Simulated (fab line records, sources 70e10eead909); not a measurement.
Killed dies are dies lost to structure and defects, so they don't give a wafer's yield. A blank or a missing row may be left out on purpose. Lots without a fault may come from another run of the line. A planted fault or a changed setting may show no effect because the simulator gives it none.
fab line records | flow nand_harc
record lots=6 wafers=17 last_day=24
route steps=1159 shown A_CHANNEL_HOLE_D1@482 A_CHANNEL_FILL_D1@490 END@1159
lots that met no fault: from a run of the same line without faults
start_h: hours from the record's first day to the start of the lot's first wafer shown | wait_h: hours since the lot's step before | " the same as in the row above | L1.1+2: a row that stands for several wafers | - no value, or no start given | * or withheld: withheld | < > ~ a bound
route shown NAME@n: a module of which the file shows steps, and the number in the route of the first | usual: mean/standard deviation of fault-free wafers | same: alike in all rows | chamber/n: place in a boat | sites: the reading at each site | _std_site: their standard deviation | _edge_site: outer sites' mean less inner sites' | radius_mm: how far each site lies from the wafer's centre | mask NAME#n: copy n | behind: the tool/chamber that last shaped the wafer | hold: why the lot was held/for how many hours/how that ended | device: the transistor (n, p or np) that didn't switch | end of line: the same wafers' tests at the end of the route | a step without rows: its recipe alone | killed: dies lost to structure and defects at the first sort, not the wafer's yield | map: a wafer's dies, x killed, . not, _ none there
set.NAME: the setting as run; set.NAME@STEP: as run at that earlier step | model.NAME: the simulator's own value behind a step, which no gauge read
lots at some steps of the route; a table a step, a row a wafer
services: from which hour (start_h, from the record's first day; less than 0 if before it) a tool's chamber was out of use, for how many hours, and why
## steps
# step NHARC_A_CHANNEL_HOLE_D1_STRIP_43
# recipe o2_flow_sccm=400 cos_flow_sccm=20 ar_flow_sccm=0 bias_w=0 chemistry=O2/COS
# step NHARC_A_CHANNEL_HOLE_D1_ETCH_44
# recipe target_depth_a=1400 overetch_a=140 time_s=77 ion_energy_ev=100 cf4_flow_sccm=80 o2_flow_sccm=20 ar_flow_sccm=0 rf_w=300 bias_w=100 chemistry=CF4/O2
# usual drypump_motor_current_A=5.87/0.23 oes_f_703_au=1.000/0.0043 oes_o_777_au=1.000/0.0045 oes_product_au=1.001/0.0093 rf_vpp_V=197.5/1.1 showerhead_plenum_p_Torr=1.32/0.036 throttle_valve_pct=13.397/0.0091
# columns lot.wafer tool chamber start_h wait_h drypump_motor_current_A oes_f_703_au oes_o_777_au oes_product_au rf_hours_counter_h rf_vpp_V showerhead_plenum_p_Torr throttle_valve_pct
L890.1 rie_diel-06 3 215.62 0.1 5.88 0.988 0.996 0.998 11 196.4 1.30 13.399
L890.4 " 1 " " 5.89 1.002 1.008 1.003 10 199.2 1.34 13.379
L890.6 " 0 " " 6.18 0.996 0.997 0.997 - 197.6 1.32 13.404
L889.3 rie_diel-02 2 216.28 0.1 5.99 0.995 1.003 1.007 4 198.1 1.41 13.384
L889.4 " 0 " " 5.75 1.003 1.012 1.010 4 198.7 1.38 13.386
L889.5 " 3 " " 5.92 1.002 1.000 0.988 - 196.6 1.28 13.405
L891.2 rie_diel-10 1 223.13 0.0 5.33 0.997 0.999 1.006 3 197.3 1.27 13.408
L891.4 " 0 " " 5.88 1.002 0.997 0.996 4 198.3 1.37 13.398
L891.5 " 2 " " 5.85 1.002 1.010 1.001 - 197.3 1.31 13.401
L892.2 rie_diel-10 2 236.12 0.1 5.85 0.998 1.005 1.003 4 197.1 1.31 13.393
L892.6 " 2 " " 5.85 0.996 1.000 0.997 - 197.7 1.31 13.416
L892.4 " 0 " " 5.88 1.011 1.001 1.002 - 197.8 1.36 13.409
L896.2 rie_diel-10 2 258.25 0.1 5.85 1.006 1.006 0.998 6 196.8 1.31 13.404
L896.1 " 1 " " 5.33 1.004 1.000 1.017 5 195.8 1.27 13.381
L904.3 rie_diel-10 1 309.00 0.1 5.34 0.998 1.000 0.996 9 197.4 1.27 13.390
L904.1 " 3 " " 6.13 1.000 1.001 0.969 8 198.4 1.30 13.383
L904.5 " 2 " " 5.83 1.004 1.000 1.007 - 195.9 1.31 13.401
# step NHARC_A_CHANNEL_HOLE_D1_STRIP_27
# recipe o2_flow_sccm=500 ar_flow_sccm=0 bias_w=0 chemistry=O2
# usual drypump_motor_current_A=5.89/0.23 oes_product_au=0.999/0.0085 rf_vpp_V=57.7/0.87 showerhead_plenum_p_Torr=3.50/0.09 throttle_valve_pct=17.036/0.0092
# columns lot.wafer tool chamber start_h wait_h drypump_motor_current_A oes_product_au rf_hours_counter_h rf_vpp_V showerhead_plenum_p_Torr throttle_valve_pct
L890.1 rie_diel-06 2 - - 5.87 1.004 11 57.1 3.55 17.027
L890.4 " 0 " " 6.19 1.007 10 57.0 3.49 17.034
L890.6 " 3 " " 5.91 1.006 - 56.5 3.44 17.029
L889.3 rie_diel-02 3 - - 5.93 0.991 4 55.4 3.40 17.018
L889.4 " 1 " " 6.06 0.997 4 56.4 3.47 17.046
L889.5 " 0 " " 5.81 0.987 - 58.1 3.64 17.037
L891.4 rie_diel-10 2 - - 5.85 0.999 4 57.5 3.47 17.069
L891.2 " 3 " " 6.19 0.998 4 57.2 3.45 17.030
L891.5 " 2 " " 5.85 1.010 - 59.0 3.47 17.046
L892.2 rie_diel-10 0 - - 5.88 0.995 4 56.6 3.60 17.019
L892.6 " 1 " " 5.35 1.005 - 56.9 3.37 17.030
L892.4 " 2 " " 5.85 1.007 - 56.7 3.47 17.045
L896.2 rie_diel-10 2 - - 5.87 1.017 6 58.0 3.47 17.033
L896.1 " 0 " " 5.90 1.002 6 57.4 3.60 17.039
L904.1 rie_diel-10 2 - - 5.88 1.005 10 56.8 3.47 17.052
L904.3 " 0 " " 5.94 1.003 9 59.9 3.60 17.035
L904.5 " 3 " " 6.22 0.991 - 56.6 3.45 17.055
# step NHARC_A_CHANNEL_HOLE_D1_PRECLEAN_28
# recipe time_s=* temp_c=50 bath_age_min=0 chemistry=SC1
# step NHARC_A_CHANNEL_HOLE_D1_SRD_29
# step NHARC_A_CHANNEL_HOLE_D1_CD_MEAS_30
# usual cd_nm=90.3/1.2
# columns lot.wafer tool chamber start_h wait_h cd_nm
L890.1 cd_sem-01 - 216.41 - 92.0
L890.4 " - " " 89.1
L890.6 " - " " 92.5
L889.3 cd_sem-02 - 217.07 - 90.4
L889.4 " - " " 92.0
L889.5 " - " " 89.1
L891.2 cd_sem-02 - 223.93 - 91.5
L891.4 " - " " 90.8
L891.5 " - " " 91.0
L892.2 cd_sem-03 - 237.06 - 90.3
L892.4 " - " " 88.5
L892.6 " - " " 91.0
L896.1 cd_sem-02 - 259.17 - 91.2
L896.2 " - " " 91.1
L904.1 cd_sem-02 - 309.79 - 89.1
L904.3 " - " " 88.5
L904.5 " - " " 88.7
# step NHARC_A_CHANNEL_HOLE_D1_XSEM_31
# recipe landing_energy_ev=35000
# usual bot_cd_nm=74.9/1.3 bow_nm=8.66/0.25 tilt_deg=0.07/0.045
# columns lot.wafer tool chamber start_h wait_h bot_cd_nm bow_nm tilt_deg
L890.1 xsem-01 0 216.50 0.1 77.8 8.50 0.07
L890.4 " 0 " " 74.4 8.44 0.07
L890.6 " 0 " " 77.9 8.33 0.07
L889.3 xsem-02 0 217.17 0.1 75.0 8.97 0.07
L889.4 " 0 " " 77.8 9.00 0.07
L889.5 " 0 " " 73.8 8.92 0.07
L891.2 xsem-02 0 224.03 0.1 76.0 8.48 0.08
L891.4 " 0 " " 75.9 8.55 0.08
L891.5 " 0 " " 75.7 8.54 0.08
L892.2 xsem-01 0 237.15 0.1 74.3 8.56 0.07
L892.4 " 0 " " 73.0 8.52 0.07
L892.6 " 0 " " 75.5 8.58 0.08
L896.1 xsem-02 0 259.27 0.1 76.5 8.47 0.02
L896.2 " 0 " " 76.4 8.53 0.02
L904.1 xsem-01 0 309.88 0.1 74.1 8.75 -0.01
L904.3 " 0 " " 73.5 8.72 -0.01
L904.5 " 0 " " 73.9 8.76 -0.01
# step NHARC_A_CHANNEL_HOLE_D1_INSPECT_40
# usual raw_defect_count=56/16
# columns lot.wafer tool chamber start_h wait_h raw_defect_count
L890.1 defect_inspect-02 - 216.60 - 36
L890.4 " - " " 49
L890.6 " - " " 55
L889.3 defect_inspect-01 - 217.26 - 62
L889.4 " - " " 62
L889.5 " - " " 74
L891.2 defect_inspect-02 - 224.12 - 59
L891.4 " - " " 71
L891.5 " - " " 44
L892.2 defect_inspect-02 - 237.24 - 59
L892.4 " - " " 38
L892.6 " - " " 51
L896.1 defect_inspect-01 - 259.36 - 62
L896.2 " - " " 31
L904.1 defect_inspect-01 - 309.98 - 80
L904.3 " - " " 81
L904.5 " - " " 77
# step NHARC_A_CHANNEL_FILL_D1_PRECLEAN_00
# recipe time_s=* temp_c=50 bath_age_min=0 chemistry=SC1
# step NHARC_A_CHANNEL_FILL_D1_SRD_01
# step NHARC_A_CHANNEL_FILL_D1_ALD_02
# recipe target_thk_a=60 pulse_time_s=10 ald_cycles=60 temp_c=300 material=SiO2
# usual ald_cycles=60/0 heater_power_w=464/52 precursor_pulse_height_rel=1.003/0.02
# same pulse_time_s=10
# columns lot.wafer tool chamber start_h wait_h ald_cycles heater_power_w precursor_pulse_height_rel
L890.1 ald_hk-02 1 216.94 - 60 430 1.010
L890.4 " 2 " " 60 512 0.977
L890.6 " 3 " " 60 566 1.007
L889.4 ald_hk-03 0 217.59 - 60 508 0.967
L889.3 " 1 " " 60 406 1.010
L889.5 " 3 " " 60 443 0.960
L891.2 ald_hk-03 2 224.32 - 60 420 1.026
L891.4 " 1 " " 60 410 1.012
L891.5 " 3 " " 60 441 0.989
L892.4 ald_hk-02 0 237.58 - 60 404 1.005
L892.2 " 2 " " 60 519 0.990
L892.6 " 3 " " 60 563 1.022
L896.1 ald_hk-04 1 259.64 - 60 444 1.015
L896.2 " 2 " " 60 534 1.035
L904.3 ald_hk-02 2 310.24 - 60 524 0.974
L904.1 " 3 " " 60 553 1.025
L904.5 " 2 " " 60 516 1.005
# step NHARC_A_CHANNEL_FILL_D1_ALD_03
# recipe target_thk_a=60 pulse_time_s=60 ald_cycles=58 temp_c=630 pressure_torr=2 material=SiNx
# step NHARC_A_CHANNEL_FILL_D1_ALD_14
# recipe target_thk_a=25 pulse_time_s=10 ald_cycles=25 temp_c=300 material=SiO2
# usual ald_cycles=25/0 heater_power_w=465/51 precursor_pulse_height_rel=0.999/0.02
# same pulse_time_s=10
# columns lot.wafer tool chamber start_h wait_h ald_cycles heater_power_w precursor_pulse_height_rel
L889.3 ald_hk-03 1 223.86 0.1 25 416 0.998
L889.4 " 2 " " 25 422 0.997
L889.5 " 0 " " 25 521 0.993
L890.4 ald_hk-03 0 224.08 0.3 25 511 1.004
L890.1 " 1 " " 25 404 0.966
L890.6 " 0 " " 25 515 1.009
L891.2 ald_hk-03 1 228.64 0.1 29 411 1.010
L891.4 " 0 " " 25 517 1.000
L891.5 " 1 " " 25 405 1.025
L892.4 ald_hk-04 3 245.49 0.6 25 439 0.987
L892.2 " 0 " " 25 511 1.005
L892.6 " 0 " " 25 510 0.987
L896.2 ald_hk-03 1 266.67 0.1 29 405 1.007
L896.1 " 3 " " 29 421 1.000
L904.3 ald_hk-04 0 317.18 0.1 25 498 1.032
L904.1 " 3 " " 25 453 1.005
L904.5 " 1 " " 25 441 1.006
# step NHARC_A_CHANNEL_FILL_D1_ALD_15
# recipe target_thk_a=20 pulse_time_s=60 ald_cycles=19 temp_c=630 pressure_torr=2 material=SiNx
# usual ald_cycles=19/0 precursor_pulse_height_rel=1.000/0.02
# same pulse_time_s=60
# columns lot.wafer tool chamber start_h wait_h ald_cycles precursor_pulse_height_rel
L889.3 ald_sin_batch-02 0 - - 19 1.021
L889.4 " 0 " " 19 1.031
L889.5 " 0 " " 19 0.966
L890.1 ald_sin_batch-02 0 - - 19 0.993
L890.4 " 0 " " 19 1.015
L890.6 " 0 " " 19 1.001
L891.2 ald_sin_batch-01 0 - - 19 1.004
L891.4 " 0 " " 19 1.016
L891.5 " 0 " " 19 0.996
L892.2 ald_sin_batch-02 0 - - 19 1.029
L892.4 " 0 " " 19 0.987
L892.6 " 0 " " 19 0.991
L896.1 ald_sin_batch-01 0 - - 19 0.986
L896.2 " 0 " " 19 1.011
L904.1 ald_sin_batch-01 0 - - 19 1.029
L904.3 " 0 " " 19 0.985
L904.5 " 0 " " 19 0.990
# step NHARC_END_SORT_01
# recipe temp_c=25
# usual killed_at_array=29/9.4 killed_at_other=0.7/1.3 killed_at_periphery=2.9/2.1 killed_dies=32/9 killed_open=3.3/1.8 killed_short=1.9/1.4
# same gross_dies=677
# columns lot.wafer tool chamber start_h wait_h killed_at_array killed_at_other killed_at_periphery killed_dies killed_open killed_short
L891.2 prober-02 0 496.27 2.8 19 0 1 20 2 1
L891.4 prober-02 0 497.85 3.4 22 0 2 24 3 3
L891.5 prober-02 0 498.64 3.7 23 0 3 26 3 1
L889.3 prober-02 0 504.84 3.1 18 0 7 25 1 3
L889.4 prober-02 0 505.65 3.4 18 0 4 22 3 3
L889.5 prober-02 0 506.46 3.7 19 0 4 23 3 0
L892.2 prober-01 0 511.80 2.8 16 0 6 22 4 1
L892.4 prober-01 0 513.40 3.4 16 1 0 17 3 2
L892.6 prober-01 0 514.99 4.0 12 0 2 14 4 0
# killed by level:class
L891.2 A_CHANNEL_HOLE_D1:chamber_film_flake=8 A_CONTACT:chamber_film_flake=6 P_CONTACT:geometric_particle:open=1 A_SGD_CUT:geometric_particle:short=1 A_M1:geometric_particle:open=1 A_ZERO_WELL:chamber_film_flake=1 A_CHANNEL_FILL_D1:chamber_film_flake=1 A_STAIRCASE:chamber_film_flake=1
L891.4 A_CHANNEL_HOLE_D1:chamber_film_flake=11 A_CONTACT:chamber_film_flake=3 A_ONON_D1:geometric_particle:open=2 A_STAIRCASE:chamber_film_flake=2 P_M0:geometric_particle:open=1 A_SOURCE_PLATE:geometric_particle:short=1 A_SGD_CUT:geometric_particle:short=1 A_WL_FILL:geometric_particle:short=1
L891.5 A_CHANNEL_HOLE_D1:chamber_film_flake=14 A_CONTACT:chamber_film_flake=5 A_CHANNEL_FILL_D1:geometric_particle:open=2 P_CONTACT:geometric_particle:open=1 P_CONTACT:geometric_particle:short=1 P_ZERO_WELL:chamber_film_flake=1 A_STAIRCASE:chamber_film_flake=1 A_SLIT:chamber_film_flake=1
L889.3 A_STAIRCASE:chamber_film_flake=6 A_CHANNEL_HOLE_D1:chamber_film_flake=5 P_GATE:geometric_particle:short=2 P_M1:chamber_film_flake=2 A_CONTACT:chamber_film_flake=2 A_CHANNEL_FILL_D1:geometric_particle:short=1 A_M0:geometric_particle:open=1 P_ZERO_WELL:chamber_film_flake=1
L889.4 A_CHANNEL_HOLE_D1:chamber_film_flake=4 A_STAIRCASE:chamber_film_flake=3 A_CONTACT:geometric_particle:open=2 P_ZERO_WELL:chamber_film_flake=2 A_ZERO_WELL:chamber_film_flake=2 A_CONTACT:chamber_film_flake=2 A_SGD_CUT:geometric_particle:short=1 A_WL_FILL:geometric_particle:short=1
L889.5 A_CHANNEL_HOLE_D1:chamber_film_flake=6 A_STAIRCASE:chamber_film_flake=5 A_ZERO_WELL:chamber_film_flake=3 P_ZERO_WELL:chamber_film_flake=2 A_ONON_D1:geometric_particle:open=1 A_SGD_CUT:geometric_particle:open=1 A_M0:geometric_particle:open=1 P_STI:chamber_film_flake=1
L892.2 A_CHANNEL_HOLE_D1:chamber_film_flake=6 P_M0:chamber_film_flake=3 A_ZERO_WELL:chamber_film_flake=3 A_STAIRCASE:chamber_film_flake=2 P_GATE:geometric_particle:short=1 P_GATE:geometric_particle:open=1 A_ONON_D1:geometric_particle:open=1 A_BLC:geometric_particle:open=1
L892.4 A_CONTACT:chamber_film_flake=6 A_CHANNEL_HOLE_D1:chamber_film_flake=3 A_CONTACT:geometric_particle:open=2 A_WL_FILL:chamber_film_flake=2 A_CHANNEL_HOLE_D1:geometric_particle:short=1 A_CHANNEL_FILL_D1:geometric_particle:short=1 STARTING-WAFER:geometric_particle:open=1 A_STAIRCASE:chamber_film_flake=1
L892.6 A_CHANNEL_HOLE_D1:chamber_film_flake=5 A_WL_FILL:chamber_film_flake=2 A_CONTACT:chamber_film_flake=2 P_CONTACT:geometric_particle:open=1 P_M2:geometric_particle:open=1 A_CONTACT:geometric_particle:open=1 A_M1:geometric_particle:open=1 A_ZERO_WELL:chamber_film_flake=1
## services
# columns tool chamber start_h hours kind
rie_diel-10 0 210.00 - clean
rie_diel-10 1 210.00 - clean
rie_diel-10 2 210.00 - clean
rie_diel-10 3 210.00 - clean
rie_diel-10 3 233.23 27.6 repair
rie_diel-10 0 234.50 - clean
rie_diel-10 1 234.50 - clean
rie_diel-10 2 234.50 - clean
rie_diel-06 - 241.20 9.0 pm
rie_diel-02 3 242.07 2.6 repair
rie_diel-10 1 251.93 5.6 repair
rie_diel-10 0 259.30 - clean
rie_diel-10 1 259.30 - clean
rie_diel-10 2 259.30 - clean
rie_diel-06 - 265.38 0.5 repair
rie_diel-10 1 269.48 8.4 repair
rie_diel-02 2 276.61 13.7 repair
rie_diel-06 1 280.26 11.0 repair
rie_diel-10 0 283.80 - clean
rie_diel-10 1 283.80 - clean
rie_diel-10 2 283.80 - clean
rie_diel-10 3 283.80 - clean
rie_diel-02 0 285.70 17.1 repair
xsem-02 - 302.00 14.0 pm
## key
first_sign step=NHARC_A_CHANNEL_FILL_D1_ALD_14 reading=ald_cycles direction=up sigmas=99+ usual=25 struck=29
effect none on later readings
met_at NHARC_A_CHANNEL_FILL_D1_ALD_14
struck_wafers L891.2,L896.1,L896.2
tester_left_out L891,L896
onset_between 224.08 228.64
fault kind=process_parameter_drift tool=ald_hk-03 chamber=- onset_h=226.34 steps=NHARC_A_CHANNEL_FILL_D1_ALD_14 channel=ald_cycles offset=4 shape=step end_h=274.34 scope=struck_wafers_only acts_in=these_recipes_only stated=25
# tester_left_out: of these lots the tester's yield and bins aren't shown, on N5 and GAA mostly nor the transistor test; their killed dies are dies lost to structure and defects alone, not to doping, threshold or leakage, so they don't give the yield
